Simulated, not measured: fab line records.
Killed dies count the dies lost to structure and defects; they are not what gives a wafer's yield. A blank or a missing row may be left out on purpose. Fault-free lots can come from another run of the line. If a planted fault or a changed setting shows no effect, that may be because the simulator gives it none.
fab line records || flow n5-finfet
record {"lots": 4, "wafers": 12, "last-day": 18}
route steps=1938 shown BEOL_M7@1320 BEOL_M8@1332
lots that met no fault: taken from a fault-free run of the same line
start-h: hours from the record's opening day to when the first of the lot's shown wafers began || wait-h: hours from the lot's prior step to this one || " unchanged from the row above || L1.1+2: several wafers, shown together as one row || - no value, or no start was given || * or withheld: withheld || < > ~ a bound
route shown NAME@n: a module of which the file shows steps, and the number in the route of the first || usual: mean/standard deviation taken from wafers without a fault || same: alike in all rows || chamber/n: place in a boat || sites: per-site readings || _std_site: the values' standard deviation || _edge_site: inner sites' mean taken away from outer sites' mean || radius-mm: for every site, how far away it sits from the centre of the wafer || mask NAME#n: copy n || behind: the last tool/chamber to shape the wafer || hold: reason for holding the lot/hours on hold/outcome of the hold || device: names the non-switching transistor (n, p or np) || end of line: the route-end tests of the same wafers || where a step has no rows: the recipe by itself || killed: count of dies lost to structure and defects at first sort (not the wafer's yield) || map: shows each die of a wafer: x if killed, . if not, _ if none is there
set.NAME: the run value of the setting; set.NAME@STEP: its run value at that earlier step || model.NAME: the simulator's own value behind a step, which no gauge read
lots at some steps of the route; a table a step, a row a wafer
services: the hour from which a tool's chamber was out of use, counted from the record's first day as start-h (under 0 if before that day), plus the number of hours and why
## steps
# step N5_BEOL_M7_ALD_77
# recipe {"material": "TaN", "target-thk-a": 20, "temp-c": 275, "ald-precursor-family": "PDMAT", "ald-co-reactant": "NH3", "pressure-torr": 3, "carrier-flow-sccm": 1500, "pulse-time-s": 2, "purge-time-s": 3, "co-reactant-purge-time-s": 2, "co-reactant-pulse-time-s": 3, "ald-cycles": 40, "precursor-vessel-temp-c": 75, "precursor-vessel-pressure-torr": 26.25, "precursor-vessel-carrier-sccm": 1000}
# step N5_BEOL_M7_SURFACE_TREAT_79
# recipe {"gas": "Ar", "time-s": "*", "ion-energy-ev": "*", "ion-current-ma-cm2": 0.5, "pressure-mtorr": "*", "ar-flow-sccm": 30}
# step N5_BEOL_M7_CVD_78
# recipe {"material": "Co", "target-thk-a": 20, "temp-c": "withheld", "precursor": "CCTBA/H2", "pressure-torr": 30, "time-s": 142.3}
# step N5_BEOL_M7_SPUTTER_48
# recipe {"material": "Cu", "target-thk-a": 100, "temp-c": -20, "bias-v": 60, "power-w": 26000, "chamber-pressure-pa": 0.13, "time-s": 1.667}
# step N5_BEOL_M7_ECD_50
# recipe {"material": "Cu", "target-thk-a": 3000}
# step N5_BEOL_M7_ANNEAL_51
# recipe {"temp-c": 225, "time-s": 90, "ambient": "N2"}
# step N5_BEOL_M7_CMP_52
# recipe {"stop-on": "SiCOH_lowk", "t-overpolish-s": 6.9, "down-force-psi": 1, "platen-rpm": 50, "clearing-platen-down-force-psi": 1.5, "clearing-platen-rpm": 50, "post-cmp-clean": "cu-alkaline", "target-thk-nm": 80, "clearing-platen-pad-velocity-m-s": 0.99484, "pad-velocity-m-s": 0.99484}
# step N5_BEOL_M7_PRE_CLEAN_55
# recipe {"gas": "NH3", "time-s": 15, "temp-c": "withheld", "rf-power-w": 300}
# step N5_BEOL_M7_DEP_56
# recipe {"material": "SiCN", "target-thk-a": 100, "temp-c": "withheld", "precursor": "3MS/NH3", "pressure-torr": 3, "rf-w": 202, "time-s": 17.5}
# step N5_BEOL_M8_ILD_DEP_00
# recipe {"material": "SiCOH_lowk", "target-thk-a": 1797.5, "temp-c": 300, "precursor": "DEMS/porogen", "pressure-torr": 5, "rf-w": 500, "time-s": 33.4}
# usual {"heater-power-w": "350/57", "rf-fwd-power-W": "493.7/2.3", "showerhead-plenum-p-Torr": "5.730/0.013", "throttle-valve-pct": "13.9/0.77"}
{"lot.wafer": "L647.1", "tool": "pecvd-03", "chamber": 1, "start-h": 226.34, "wait-h": 0.0, "heater-power-w": 311, "rf-fwd-power-W": 492.2, "showerhead-plenum-p-Torr": 5.730, "throttle-valve-pct": 13.5, "model.SiCOH_lowk_of_BEOL_M8_ILD_DEP_00.thk-nm": 179.4}
{"lot.wafer": "L647.3", "tool": "pecvd-03", "chamber": 2, "start-h": 226.34, "wait-h": 0.0, "heater-power-w": 428, "rf-fwd-power-W": 493.4, "showerhead-plenum-p-Torr": 5.744, "throttle-valve-pct": 13.3, "model.SiCOH_lowk_of_BEOL_M8_ILD_DEP_00.thk-nm": 181.2}
{"lot.wafer": "L647.6", "tool": "pecvd-03", "chamber": 1, "start-h": 226.34, "wait-h": 0.0, "heater-power-w": 315, "rf-fwd-power-W": 491.5, "showerhead-plenum-p-Torr": 5.717, "throttle-valve-pct": 13.3, "model.SiCOH_lowk_of_BEOL_M8_ILD_DEP_00.thk-nm": 180.4}
{"lot.wafer": "L660.2", "tool": "pecvd-03", "chamber": 0, "start-h": 330.89, "wait-h": 0.0, "heater-power-w": 303, "rf-fwd-power-W": 494.8, "showerhead-plenum-p-Torr": 5.727, "throttle-valve-pct": 13.4, "model.SiCOH_lowk_of_BEOL_M8_ILD_DEP_00.thk-nm": 240.4}
{"lot.wafer": "L660.4", "tool": "pecvd-03", "chamber": 0, "start-h": 330.89, "wait-h": 0.0, "heater-power-w": 306, "rf-fwd-power-W": 494.5, "showerhead-plenum-p-Torr": 5.720, "throttle-valve-pct": 13.5, "model.SiCOH_lowk_of_BEOL_M8_ILD_DEP_00.thk-nm": 247}
{"lot.wafer": "L660.5", "tool": "pecvd-03", "chamber": 2, "start-h": 330.89, "wait-h": 0.0, "heater-power-w": 371, "rf-fwd-power-W": 492.6, "showerhead-plenum-p-Torr": 5.736, "throttle-valve-pct": 13.5, "model.SiCOH_lowk_of_BEOL_M8_ILD_DEP_00.thk-nm": 182}
{"lot.wafer": "L662.1", "tool": "pecvd-03", "chamber": 1, "start-h": 343.15, "wait-h": 0.0, "heater-power-w": 257, "rf-fwd-power-W": 488.7, "showerhead-plenum-p-Torr": 5.737, "throttle-valve-pct": 13.6, "model.SiCOH_lowk_of_BEOL_M8_ILD_DEP_00.thk-nm": 176.8}
{"lot.wafer": "L662.2", "tool": "pecvd-03", "chamber": 0, "start-h": 343.15, "wait-h": 0.0, "heater-power-w": 342, "rf-fwd-power-W": 494.6, "showerhead-plenum-p-Torr": 5.731, "throttle-valve-pct": 13.6, "model.SiCOH_lowk_of_BEOL_M8_ILD_DEP_00.thk-nm": 238.2}
{"lot.wafer": "L662.3", "tool": "pecvd-03", "chamber": 2, "start-h": 343.15, "wait-h": 0.0, "heater-power-w": 436, "rf-fwd-power-W": 493.2, "showerhead-plenum-p-Torr": 5.728, "throttle-valve-pct": 13.4, "model.SiCOH_lowk_of_BEOL_M8_ILD_DEP_00.thk-nm": 176.8}
{"lot.wafer": "L663.1", "tool": "pecvd-01", "chamber": 1, "start-h": 354.07, "wait-h": 0.0, "heater-power-w": 358, "rf-fwd-power-W": 495.7, "showerhead-plenum-p-Torr": 5.746, "throttle-valve-pct": 14.2, "model.SiCOH_lowk_of_BEOL_M8_ILD_DEP_00.thk-nm": 177.8}
{"lot.wafer": "L663.3", "tool": "pecvd-01", "chamber": 2, "start-h": 354.07, "wait-h": 0.0, "heater-power-w": 324, "rf-fwd-power-W": 498.1, "showerhead-plenum-p-Torr": 5.762, "throttle-valve-pct": 13.2, "model.SiCOH_lowk_of_BEOL_M8_ILD_DEP_00.thk-nm": 178.2}
{"lot.wafer": "L663.5", "tool": "pecvd-01", "chamber": 0, "start-h": 354.07, "wait-h": 0.0, "heater-power-w": 384, "rf-fwd-power-W": 493.1, "showerhead-plenum-p-Torr": 5.733, "throttle-valve-pct": 14.5, "model.SiCOH_lowk_of_BEOL_M8_ILD_DEP_00.thk-nm": 179.2}
# step N5_BEOL_M8_CURE_74
# recipe {"temp-c": 385, "time-s": 240, "ambient": "He/Ar", "material": "SiCOH_lowk"}
# step N5_BEOL_M8_THK_MEAS_01
# recipe {"reads": "SiCOH_lowk_of_BEOL_M8_ILD_DEP_00"}
# usual {"M8_ILD_THK": "154.9/2"}
{"lot.wafer": "L647.1", "tool": "film-metro-02", "chamber": "-", "start-h": 227.40, "wait-h": 0.8, "M8_ILD_THK[nm]": 154.5}
{"lot.wafer": "L647.3", "tool": "film-metro-02", "chamber": "-", "start-h": 227.40, "wait-h": 0.8, "M8_ILD_THK[nm]": 156.1}
{"lot.wafer": "L647.6", "tool": "film-metro-02", "chamber": "-", "start-h": 227.40, "wait-h": 0.8, "M8_ILD_THK[nm]": 155.7}
{"lot.wafer": "L660.2", "tool": "film-metro-01", "chamber": "-", "start-h": 331.47, "wait-h": 0.4, "M8_ILD_THK[nm]": 208.0}
{"lot.wafer": "L660.4", "tool": "film-metro-01", "chamber": "-", "start-h": 331.47, "wait-h": 0.4, "M8_ILD_THK[nm]": 213.6}
{"lot.wafer": "L660.5", "tool": "film-metro-01", "chamber": "-", "start-h": 331.47, "wait-h": 0.4, "M8_ILD_THK[nm]": 156.8}
{"lot.wafer": "L662.1", "tool": "film-metro-02", "chamber": "-", "start-h": 343.72, "wait-h": 0.4, "M8_ILD_THK[nm]": 152.4}
{"lot.wafer": "L662.2", "tool": "film-metro-02", "chamber": "-", "start-h": 343.72, "wait-h": 0.4, "M8_ILD_THK[nm]": 206.0}
{"lot.wafer": "L662.3", "tool": "film-metro-02", "chamber": "-", "start-h": 343.72, "wait-h": 0.4, "M8_ILD_THK[nm]": 152.4}
{"lot.wafer": "L663.1", "tool": "film-metro-01", "chamber": "-", "start-h": 354.65, "wait-h": 0.4, "M8_ILD_THK[nm]": 153.2}
{"lot.wafer": "L663.3", "tool": "film-metro-01", "chamber": "-", "start-h": 354.65, "wait-h": 0.4, "M8_ILD_THK[nm]": 153.7}
{"lot.wafer": "L663.5", "tool": "film-metro-01", "chamber": "-", "start-h": 354.65, "wait-h": 0.4, "M8_ILD_THK[nm]": 154.7}
# step N5_BEOL_M8_PECVD_70
# recipe {"material": "SiO2", "target-thk-a": 200, "temp-c": 400, "precursor": "TEOS/O2", "pressure-torr": 5.5, "rf-w": 450, "teos-flow-sccm": 53.8, "gas": "O2", "flow-sccm": 3000, "time-s": 22.7}
# step N5_BEOL_M8_HM_DEP_02
# recipe {"material": "TiN", "target-thk-a": 200, "temp-c": 25, "chamber-pressure-pa": 0.49996}
# step N5_BEOL_M8_COAT_59
# recipe {"resist": "SOC", "temp-c": 250, "time-s": 60, "spin-rpm": 1500, "resist-thk-nm": 100}
# step N5_BEOL_M8_COAT_60
# recipe {"resist": "SiARC", "temp-c": 220, "time-s": 60, "spin-rpm": 1500, "resist-thk-nm": 35}
# step N5_BEOL_M8_COAT_05
# recipe {"resist": "CAR-ArF", "spin-rpm": 1500, "resist-thk-nm": 90}
# step N5_BEOL_M8_EBR_07
# recipe {"solvent": "PGMEA", "ebr-width-mm": 1.5}
# step N5_BEOL_M8_SOFTBAKE_06
# recipe {"temp-c": 110, "time-s": 60, "resist": "CAR-ArF"}
# step N5_BEOL_M8_EXPOSE_08
# recipe {"mask-id": "M8", "na": 1.35, "source-shape": "dipole", "sigma-inner": 0.817, "sigma-outer": 0.97, "polarization": "te", "dose-mj": 68.25}
# step N5_BEOL_M8_PEB_09
# recipe {"peb-temp-c": "withheld", "peb-time-s": 60, "resist": "CAR-ArF"}
# step N5_BEOL_M8_DEVELOP_10
# recipe {"develop-time-s": 30, "developer": "TMAH", "resist": "CAR-ArF", "rinse-liquid": "diw", "dry": "air-spin", "dev-temp-c": 23}
# step N5_BEOL_M8_DESCUM_16
# recipe {"chemistry": "O2", "time-s": 7.9, "source-power-w": 50, "bias-power-w": 20, "pressure-mtorr": 20, "rf-frequency-hz": 2.712e+07, "temp-c": 40, "resist": "CAR-ArF", "o2-flow-sccm": 225}
# step N5_BEOL_M8_ETCH_61
# recipe {"chemistry": "CF4", "target": "SiARC", "target-depth-a": 455, "mask-material": "CAR-ArF", "time-s": 75.8, "ion-energy-ev": 80, "pressure-mtorr": 40, "source-w": 545, "bias-w": 36, "Ar_flow_sccm": 100, "cf4-flow-sccm": 100, "ends": "cleared"}
# step N5_BEOL_M8_ETCH_62
# recipe {"chemistry": "N2/H2", "target": "SOC", "target-depth-a": 1100, "overetch-a": 220, "mask-material": "SiARC", "temp-c": 40, "time-s": 165, "ion-energy-ev": 200, "pressure-mtorr": 30, "source-w": 840, "bias-w": 150, "n2-flow-sccm": 200, "h2-flow-sccm": 200}
# step N5_BEOL_M8_STRIP_68
# recipe {"chemistry": "N2/H2", "temp-c": 40, "n2-flow-sccm": 200, "h2-flow-sccm": 200, "rf-frequency-hz": 6e+07}
# step N5_BEOL_M8_STRIP_67
# recipe {"chemistry": "CF4", "resist": "SiARC", "power-w": 300, "bias-power-w": 75, "pressure-mtorr": 50, "cf4-flow-sccm": 150, "rf-frequency-hz": 6e+07}
# step N5_BEOL_M8_HM_OPEN_17
# recipe {"chemistry": "Cl2/BCl3", "target-depth-a": 200, "overetch-a": 60, "target": "TiN", "mask-material": "SOC", "ion-energy-ev": 150, "pressure-mtorr": 10, "icp-w": 1000, "bias-w": 126, "Cl2_flow_sccm": 53.25, "bcl3-flow-sccm": 21.75, "Ar_flow_sccm": 25}
# step N5_BEOL_M8_STRIP_19
# recipe {"chemistry": "O2", "power-w": 400, "temp-c": 40, "pressure-mtorr": 30, "rf-frequency-hz": 6e+07, "bias-power-w": 0, "overash-fraction": 0.2, "o2-flow-sccm": 225}
# step N5_BEOL_M8_COAT_63
# recipe {"resist": "SOC", "temp-c": 250, "time-s": 60, "spin-rpm": 1500, "resist-thk-nm": 60}
# step N5_BEOL_M8_COAT_64
# recipe {"resist": "SiARC", "temp-c": 220, "time-s": 60, "spin-rpm": 1500, "resist-thk-nm": 12}
# step N5_BEOL_M8_COAT_71
# recipe {"resist": "underlayer", "temp-c": 205, "time-s": 60, "spin-rpm": 1500, "resist-thk-nm": 5}
# step N5_BEOL_M8_COAT_22
# recipe {"resist": "CAR-EUV", "spin-rpm": 1500, "resist-thk-nm": 30}
# step N5_BEOL_M8_EBR_24
# recipe {"solvent": "PGMEA", "ebr-width-mm": 1.5}
# step N5_BEOL_M8_SOFTBAKE_23
# recipe {"temp-c": 110, "time-s": 60, "resist": "CAR-EUV"}
# step N5_BEOL_M8_CMP_52
# recipe {"stop-on": "SiCOH_lowk", "t-overpolish-s": 6.9, "down-force-psi": 1, "platen-rpm": 50, "clearing-platen-down-force-psi": 1.5, "clearing-platen-rpm": 50, "post-cmp-clean": "cu-alkaline", "target-thk-nm": 80, "clearing-platen-pad-velocity-m-s": 0.99484, "pad-velocity-m-s": 0.99484}
# usual {"motor-current-A": "5.9/0.39"}
{"lot.wafer": "L647.3", "tool": "cmp-01", "chamber": 2, "start-h": 231.75, "wait-h": 0.2, "motor-current-A": 5.6, "model.SiCOH_lowk_of_BEOL_M8_ILD_DEP_00.thk-nm": 153.2}
{"lot.wafer": "L647.1", "tool": "cmp-01", "chamber": 3, "start-h": 231.75, "wait-h": 0.2, "motor-current-A": 6.6, "model.SiCOH_lowk_of_BEOL_M8_ILD_DEP_00.thk-nm": 151.6}
{"lot.wafer": "L647.6", "tool": "cmp-01", "chamber": 3, "start-h": 231.75, "wait-h": 0.2, "motor-current-A": 6.4, "model.SiCOH_lowk_of_BEOL_M8_ILD_DEP_00.thk-nm": 152.6}
{"lot.wafer": "L660.2", "tool": "cmp-04", "chamber": 0, "start-h": 341.04, "wait-h": 0.4, "motor-current-A": 5.5, "model.SiCOH_lowk_of_BEOL_M8_ILD_DEP_00.thk-nm": 205}
{"lot.wafer": "L660.4", "tool": "cmp-04", "chamber": 2, "start-h": 341.04, "wait-h": 0.4, "motor-current-A": 5.8, "model.SiCOH_lowk_of_BEOL_M8_ILD_DEP_00.thk-nm": 210.8}
{"lot.wafer": "L660.5", "tool": "cmp-04", "chamber": 3, "start-h": 341.04, "wait-h": 0.4, "motor-current-A": 5.9, "model.SiCOH_lowk_of_BEOL_M8_ILD_DEP_00.thk-nm": 153.8}
{"lot.wafer": "L662.2", "tool": "cmp-03", "chamber": 3, "start-h": 350.91, "wait-h": 0.2, "motor-current-A": 6.3, "model.SiCOH_lowk_of_BEOL_M8_ILD_DEP_00.thk-nm": 203}
{"lot.wafer": "L662.3", "tool": "cmp-03", "chamber": 0, "start-h": 350.91, "wait-h": 0.2, "motor-current-A": 6.4, "model.SiCOH_lowk_of_BEOL_M8_ILD_DEP_00.thk-nm": 149.4}
{"lot.wafer": "L662.1", "tool": "cmp-03", "chamber": 2, "start-h": 350.91, "wait-h": 0.2, "motor-current-A": 6.3, "model.SiCOH_lowk_of_BEOL_M8_ILD_DEP_00.thk-nm": 149.4}
{"lot.wafer": "L663.3", "tool": "cmp-01", "chamber": 3, "start-h": 362.52, "wait-h": 0.2, "motor-current-A": 6.1, "model.SiCOH_lowk_of_BEOL_M8_ILD_DEP_00.thk-nm": 150.8}
{"lot.wafer": "L663.1", "tool": "cmp-01", "chamber": 1, "start-h": 362.52, "wait-h": 0.2, "motor-current-A": 5.8, "model.SiCOH_lowk_of_BEOL_M8_ILD_DEP_00.thk-nm": 150.2}
{"lot.wafer": "L663.5", "tool": "cmp-01", "chamber": 3, "start-h": 362.52, "wait-h": 0.2, "motor-current-A": 6.3, "model.SiCOH_lowk_of_BEOL_M8_ILD_DEP_00.thk-nm": 151.6}
## services
{"tool": "pecvd-01", "chamber": "-", "start-h": 203.81, "hours": 0.8, "kind": "pm"}
{"tool": "cmp-01", "chamber": "-", "start-h": 212.85, "hours": 1.8, "kind": "repair"}
{"tool": "pecvd-01", "chamber": "-", "start-h": 218.69, "hours": 0.9, "kind": "repair"}
{"tool": "pecvd-01", "chamber": 2, "start-h": 236.31, "hours": 2.1, "kind": "scheduled-down"}
{"tool": "cmp-03", "chamber": "-", "start-h": 238.14, "hours": 4.0, "kind": "pm"}
{"tool": "cmp-03", "chamber": "-", "start-h": 242.14, "hours": "-", "kind": "consumable-replace:conditioner"}
{"tool": "cmp-03", "chamber": "-", "start-h": 242.14, "hours": "-", "kind": "consumable-replace:pad"}
{"tool": "pecvd-03", "chamber": 1, "start-h": 243.89, "hours": 5.5, "kind": "scheduled-down"}
{"tool": "cmp-03", "chamber": "-", "start-h": 257.10, "hours": 0.3, "kind": "repair"}
{"tool": "cmp-01", "chamber": "-", "start-h": 268.68, "hours": 3.5, "kind": "pm"}
{"tool": "pecvd-03", "chamber": 0, "start-h": 281.20, "hours": 5.5, "kind": "scheduled-down"}
{"tool": "pecvd-01", "chamber": 1, "start-h": 281.62, "hours": 2.1, "kind": "scheduled-down"}
{"tool": "cmp-01", "chamber": "-", "start-h": 340.27, "hours": 5.2, "kind": "pm"}
{"tool": "cmp-03", "chamber": "-", "start-h": 340.37, "hours": 1.7, "kind": "repair"}
{"tool": "pecvd-03", "chamber": 2, "start-h": 344.90, "hours": 2.2, "kind": "repair"}
{"tool": "cmp-04", "chamber": "-", "start-h": 350.63, "hours": 4.0, "kind": "pm"}
{"tool": "cmp-04", "chamber": "-", "start-h": 354.63, "hours": "-", "kind": "consumable-replace:conditioner"}
{"tool": "cmp-04", "chamber": "-", "start-h": 354.63, "hours": "-", "kind": "consumable-replace:pad"}
{"tool": "cmp-01", "chamber": "-", "start-h": 358.56, "hours": 0.3, "kind": "repair"}
## key
first-sign {"step": "N5_BEOL_M8_THK_MEAS_01", "reading": "M8_ILD_THK", "direction": "up", "sigmas": 27, "usual": 154.9, "struck": 209.2}
effect none on later readings
model-effect {"step": "N5_BEOL_M8_ILD_DEP_00", "value": "SiCOH_lowk_of_BEOL_M8_ILD_DEP_00.thk-nm", "without": 177.2, "struck": 241.9}
model-effect {"step": "N5_BEOL_M8_CMP_52", "value": "SiCOH_lowk_of_BEOL_M8_ILD_DEP_00.thk-nm", "without": 149.8, "struck": 206.3}
met-at N5_BEOL_M8_ILD_DEP_00
struck-wafers L660.2,L660.4,L662.2
fault {"kind": "process-parameter-drift", "tool": "pecvd-03", "chamber": 0, "onset-h": 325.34, "steps": "N5_BEOL_M8_ILD_DEP_00", "channel": "time-s", "offset": "*", "shape": "step", "end-h": 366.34, "acts-in": "*", "stated": "*"}
